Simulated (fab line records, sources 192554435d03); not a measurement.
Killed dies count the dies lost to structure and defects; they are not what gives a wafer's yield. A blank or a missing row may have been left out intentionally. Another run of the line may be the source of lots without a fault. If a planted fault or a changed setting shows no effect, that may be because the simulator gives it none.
fab line records	flow n5-finfet
record lots=7	wafers=39
route steps=1938 shown BEOL_M14@1753
start-h: hours from the record's first day to the start of the lot's first wafer shown	wait-h: hours since the lot's step before	" identical to the entry in the row above	L1.1+2: one row covering several wafers at once	- no value, or no start was given	* or withheld: withheld	< > ~ a bound
route shown NAME@n: a module of which the file shows steps, and the number in the route of the first	usual: mean/standard deviation taken from wafers without a fault	same: alike in all rows	chamber/n: place in a boat	sites: each site's reading	_std_site: the values' standard deviation	_edge_site: the outer-site mean with the inner-site mean subtracted	radius-mm: for every site, how far away it sits from the centre of the wafer	mask NAME#n: copy n	behind: the tool/chamber that last shaped the wafer	hold: reason for holding the lot/hours on hold/outcome of the hold	device: which transistor (n, p or np) failed to switch	end of line: the same wafers' tests at the end of the route	step lacking rows: just its recipe	killed: dies that structure and defects cost at the first sort, which is not the same as the wafer's yield	map: shows each die of a wafer: x if killed, . if not, _ if none is there
set.NAME: the setting the step ran with; set.NAME@STEP: the setting that earlier step ran with	model.NAME: the simulator's own value behind a step, which no gauge read
lots with deliberately changed settings; one table per step, one row per wafer
## steps
# step N5_BEOL_M14_TRENCH_ETCH_34
# recipe chemistry=C4F8/O2/Ar	target=SiO2	target-depth-a=5566.5	mask-material=SOC	he-inner-torr=15	he-outer-torr=30	time-s=126.9	ion-energy-ev=800	pressure-mtorr=20	source-w=1905	bias-w=2040	Ar_flow_sccm=400	C4F8_flow_sccm=16	O2_flow_sccm=12
lot.wafer	tool	chamber	start-h	wait-h	set.time-s	model.etch.depth-nm
L076.1	rie-diel-04	3	322.53	0.0	95.05	427.3
L076.2	"	1	"	"	95.05	416.5
L076.3	"	0	"	"	126.9	572.3
L076.4	"	2	"	"	126.9	559.6
L076.5	"	0	"	"	95.05	425.9
L076.6	"	3	"	"	126.9	573.3
L077.1	rie-diel-02	3	326.84	0.0	126.9	567.6
L077.2	"	0	"	"	126.9	551.6
L077.3	"	1	"	"	56.06	247.1
L077.4	"	2	"	"	126.9	549.3
L077.5	"	0	"	"	56.06	244.4
L077.6	"	1	"	"	56.06	246.4
L078.1	rie-diel-05	1	339.95	0.0	126.9	556.4
L078.2	"	3	"	"	126.9	547.3
L078.3	"	0	"	"	151.7	667.9
L078.4	"	0	"	"	151.7	665.2
L078.5	"	1	"	"	126.9	557.4
L078.6	"	3	"	"	151.7	654.4
L086.1	rie-diel-02	3	374.36	0.0	126.9	554
L086.2	"	0	"	"	199.5	850.4
L086.3	"	1	"	"	126.9	551.1
L086.4	"	0	"	"	126.9	544.5
L086.5	"	3	"	"	199.5	866.5
L086.6	"	1	"	"	199.5	865.4
L092.1	rie-diel-05	1	376.16	0.0	126.9	556.5
L092.2	"	2	"	"	126.9	571.4
L092.3	"	3	"	"	126.9	544.5
L092.4	"	0	"	"	126.9	553.3
L092.5	"	0	"	"	126.9	547.6
L092.6	"	1	"	"	126.9	550.1
L090.1	rie-diel-02	3	400.78	0.0	126.9	561.4
L090.2	"	0	"	"	126.9	542
L090.3	"	2	"	"	126.9	549
L090.4	"	0	"	"	172.2	738.6
L090.5	"	2	"	"	172.2	736.6
L090.6	"	3	"	"	172.2	756.2
L094.1	rie-diel-04	3	453.02	0.0	126.9	563.9
L094.2	"	1	"	"	126.9	547.1
L094.6	"	2	"	"	126.9	568.8
# step N5_BEOL_M14_STRIP_70
# recipe chemistry=C4F8/O2/Ar	resist=SiARC	rf-frequency-hz=6e+07
# step N5_BEOL_M14_OCD_MEAS_35
# usual trench-depth-nm=558/8.9
lot.wafer	tool	chamber	start-h	wait-h	set.time-s@BEOL_M14_TRENCH_ETCH_34	trench-depth-nm
L076.1	ocd-01	-	322.68	0.0	95.05	428
L076.2	"	-	"	"	95.05	417
L076.3	"	-	"	"	126.9	572
L076.4	"	-	"	"	126.9	560
L076.5	"	-	"	"	95.05	426
L076.6	"	-	"	"	126.9	573
L077.1	ocd-01	-	327.00	0.0	126.9	568
L077.2	"	-	"	"	126.9	552
L077.3	"	-	"	"	56.06	248
L077.4	"	-	"	"	126.9	550
L077.5	"	-	"	"	56.06	244
L077.6	"	-	"	"	56.06	246
L078.1	ocd-02	-	340.11	0.0	126.9	556
L078.2	"	-	"	"	126.9	547
L078.3	"	-	"	"	151.7	668
L078.4	"	-	"	"	151.7	665
L078.5	"	-	"	"	126.9	557
L078.6	"	-	"	"	151.7	654
L086.1	ocd-01	-	374.51	0.0	126.9	554
L086.2	"	-	"	"	199.5	850
L086.3	"	-	"	"	126.9	551
L086.4	"	-	"	"	126.9	545
L086.5	"	-	"	"	199.5	867
L086.6	"	-	"	"	199.5	866
L092.1	ocd-02	-	376.32	0.0	126.9	556
L092.2	"	-	"	"	126.9	572
L092.3	"	-	"	"	126.9	544
L092.4	"	-	"	"	126.9	554
L092.5	"	-	"	"	126.9	548
L092.6	"	-	"	"	126.9	550
L090.1	ocd-02	-	400.93	0.0	126.9	561
L090.2	"	-	"	"	126.9	542
L090.3	"	-	"	"	126.9	549
L090.4	"	-	"	"	172.2	738
L090.5	"	-	"	"	172.2	736
L090.6	"	-	"	"	172.2	756
L094.1	ocd-02	-	453.17	0.0	126.9	564
L094.2	"	-	"	"	126.9	547
L094.6	"	-	"	"	126.9	569
# step N5_BEOL_M14_STRIP_37
# recipe chemistry=O2	power-w=600	temp-c=60	pressure-mtorr=30	rf-frequency-hz=6e+07	bias-power-w=0	overash-fraction=0.3	o2-flow-sccm=225
# step N5_BEOL_M14_ETCH_38
# recipe chemistry=CF4/N2	target=SiCN	target-depth-a=1065	taper-deg=2	time-s=120.6	ion-energy-ev=150	mask-material=SiO2	pressure-mtorr=40	source-w=430	bias-w=70	Ar_flow_sccm=100	cf4-flow-sccm=60	n2-flow-sccm=60
# step N5_BEOL_M14_ECD_47
# recipe material=Cu	target-thk-a=12480
# step N5_BEOL_M14_ANNEAL_48
# recipe temp-c=225	time-s=90	ambient=N2
# step N5_BEOL_M14_CMP_49
# recipe stop-on=SiO2	t-overpolish-s=5.2	down-force-psi=2	platen-rpm=80	clearing-platen-down-force-psi=2	clearing-platen-rpm=80	post-cmp-clean=cu-alkaline	target-thk-nm=560	clearing-platen-pad-velocity-m-s=1.5917	pad-velocity-m-s=1.5917
lot.wafer	tool	chamber	start-h	wait-h	set.time-s@BEOL_M14_TRENCH_ETCH_34	model.Cu_of_BEOL_M14_ECD_47.thk-nm
L076.1	cmp-01	1	324.80	0.3	95.05	431
L076.2	"	2	"	"	95.05	418
L076.3	"	3	"	"	126.9	575.8
L076.4	"	0	"	"	126.9	561.8
L076.6	"	1	"	"	126.9	575
L076.5	"	2	"	"	95.05	428.6
L077.2	cmp-01	0	332.51	0.2	126.9	555.2
L077.1	"	1	"	"	126.9	570.4
L077.3	"	2	"	"	56.06	250.8
L077.4	"	3	"	"	126.9	553.6
L077.6	"	0	"	"	56.06	249.8
L077.5	"	1	"	"	56.06	247
L078.3	cmp-01	2	342.86	0.2	151.7	671.4
L078.1	"	3	"	"	126.9	560.2
L078.4	"	0	"	"	151.7	669.4
L078.2	"	1	"	"	126.9	550.8
L078.5	"	2	"	"	126.9	561.6
L078.6	"	3	"	"	151.7	657.8
L086.4	cmp-04	0	376.04	0.1	126.9	548.8
L086.2	"	1	"	"	199.5	853
L086.3	"	2	"	"	126.9	555.4
L086.1	"	3	"	"	126.9	555.6
L086.6+5	"	0,1	"	"	199.5	869.2
L092.3	cmp-02	1	381.96	0.2	126.9	547.6
L092.2	"	2	"	"	126.9	573.8
L092.1	"	3	"	"	126.9	559.4
L092.4	"	0	"	"	126.9	556.6
L092.5	"	1	"	"	126.9	551.4
L092.6	"	2	"	"	126.9	552.6
L090.2	cmp-01	3	402.42	0.2	126.9	546
L090.1	"	0	"	"	126.9	563.8
L090.4	"	1	"	"	172.2	740.8
L090.3	"	2	"	"	126.9	551.4
L090.5	"	3	"	"	172.2	740.6
L090.6	"	0	"	"	172.2	758.4
L094.1	cmp-02	3	455.77	0.3	126.9	567.2
L094.2	"	1	"	"	126.9	550.8
L094.6	"	3	"	"	126.9	571.8
# step N5_BEOL_M14_THK_MEAS_50
# recipe thk-meas-gauge=xrf	reads=Cu_of_BEOL_M14_ECD_47
# usual M14_THK=572/12
lot.wafer	tool	chamber	start-h	wait-h	set.time-s@BEOL_M14_TRENCH_ETCH_34	M14_THK[nm]
L076.1	film-metro-02	-	325.09	-	95.05	427
L076.2	"	-	"	"	95.05	415
L076.3	"	-	"	"	126.9	573
L076.4	"	-	"	"	126.9	558
L076.5	"	-	"	"	95.05	424
L076.6	"	-	"	"	126.9	567
L077.1	film-metro-01	-	332.81	-	126.9	589
L077.2	"	-	"	"	126.9	573
L077.3	"	-	"	"	56.06	256
L077.4	"	-	"	"	126.9	575
L077.5	"	-	"	"	56.06	253
L077.6	"	-	"	"	56.06	256
L078.1	film-metro-01	-	343.15	-	126.9	578
L078.2	"	-	"	"	126.9	570
L078.3	"	-	"	"	151.7	697
L078.4	"	-	"	"	151.7	698
L078.5	"	-	"	"	126.9	580
L078.6	"	-	"	"	151.7	683
L086.1	film-metro-02	-	376.34	-	126.9	553
L086.2	"	-	"	"	199.5	842
L086.3	"	-	"	"	126.9	552
L086.4	"	-	"	"	126.9	544
L086.5	"	-	"	"	199.5	864
L086.6	"	-	"	"	199.5	864
L092.1	film-metro-02	-	382.25	-	126.9	559
L092.2	"	-	"	"	126.9	576
L092.3	"	-	"	"	126.9	550
L092.4	"	-	"	"	126.9	561
L092.5	"	-	"	"	126.9	548
L092.6	"	-	"	"	126.9	553
L090.1	film-metro-01	-	402.71	-	126.9	578
L090.2	"	-	"	"	126.9	558
L090.3	"	-	"	"	126.9	568
L090.4	"	-	"	"	172.2	763
L090.5	"	-	"	"	172.2	765
L090.6	"	-	"	"	172.2	785
L094.1	film-metro-02	-	456.02	-	126.9	571
L094.2	"	-	"	"	126.9	559
L094.6	"	-	"	"	126.9	578
# step N5_BEOL_M14_PRE_CLEAN_52
# recipe gas=NH3	time-s=15	temp-c=withheld	rf-power-w=300
# step N5_BEOL_M14_DEP_53
# recipe material=SiCN	target-thk-a=500	temp-c=withheld	precursor=3MS/NH3	pressure-torr=3	rf-w=675	time-s=17.8
# step N5_BEOL_M14_RS_MEAS_54
# recipe thk-meas-gauge=four-point-probe	reads=Cu_of_BEOL_M14_ECD_47+Ta_of_BEOL_M14_SPUTTER_44+TaN_of_BEOL_M14_SPUTTER_43
# usual M14_RS=0.0332/0.00053
lot.wafer	tool	chamber	start-h	wait-h	set.time-s@BEOL_M14_TRENCH_ETCH_34	M14_RS[ohm/sq]
L076.1	film-metro-01	-	325.22	0.0	95.05	0.0435
L076.2	"	-	"	"	95.05	0.0450
L076.3	"	-	"	"	126.9	0.0323
L076.4	"	-	"	"	126.9	0.0331
L076.5	"	-	"	"	95.05	0.0437
L076.6	"	-	"	"	126.9	0.0323
L077.1	film-metro-01	-	332.97	0.1	126.9	0.0326
L077.2	"	-	"	"	126.9	0.0336
L077.3	"	-	"	"	56.06	0.0764
L077.4	"	-	"	"	126.9	0.0337
L077.5	"	-	"	"	56.06	0.0779
L077.6	"	-	"	"	56.06	0.0769
L078.1	film-metro-02	-	343.28	0.0	126.9	0.0332
L078.2	"	-	"	"	126.9	0.0338
L078.3	"	-	"	"	151.7	0.0276
L078.4	"	-	"	"	151.7	0.0277
L078.5	"	-	"	"	126.9	0.0331
L078.6	"	-	"	"	151.7	0.0281
L086.1	film-metro-02	-	376.47	0.0	126.9	0.0334
L086.2	"	-	"	"	199.5	0.0216
L086.3	"	-	"	"	126.9	0.0334
L086.4	"	-	"	"	126.9	0.0339
L086.5	"	-	"	"	199.5	0.0212
L086.6	"	-	"	"	199.5	0.0212
L092.1	film-metro-01	-	382.38	0.0	126.9	0.0333
L092.2	"	-	"	"	126.9	0.0325
L092.3	"	-	"	"	126.9	0.0340
L092.4	"	-	"	"	126.9	0.0334
L092.5	"	-	"	"	126.9	0.0338
L092.6	"	-	"	"	126.9	0.0337
L090.1	film-metro-02	-	402.84	0.0	126.9	0.0330
L090.2	"	-	"	"	126.9	0.0340
L090.3	"	-	"	"	126.9	0.0337
L090.4	"	-	"	"	172.2	0.0249
L090.5	"	-	"	"	172.2	0.0250
L090.6	"	-	"	"	172.2	0.0243
L094.1	film-metro-02	-	456.15	0.0	126.9	0.0327
L094.2	"	-	"	"	126.9	0.0337
L094.6	"	-	"	"	126.9	0.0326
## key
split step=N5_BEOL_M14_TRENCH_ETCH_34	setting=time-s	stated=126.9	by=wafer
response step=N5_BEOL_M14_TRENCH_ETCH_34	reading=model.etch.depth-nm	change=+5.51	per=1%	r=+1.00
response step=N5_BEOL_M14_OCD_MEAS_35	reading=trench-depth-nm	change=+5.51	per=1%	r=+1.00
response step=N5_BEOL_M14_CMP_49	reading=model.Cu_of_BEOL_M14_ECD_47.thk-nm	change=+5.5	per=1%	r=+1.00
response step=N5_BEOL_M14_THK_MEAS_50	reading=M14_THK	change=+5.62	per=1%	r=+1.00
response step=N5_BEOL_M14_RS_MEAS_54	reading=M14_RS	shape=bent	at-lowest=0.0771	at-stated=0.0333	at-highest=0.0213
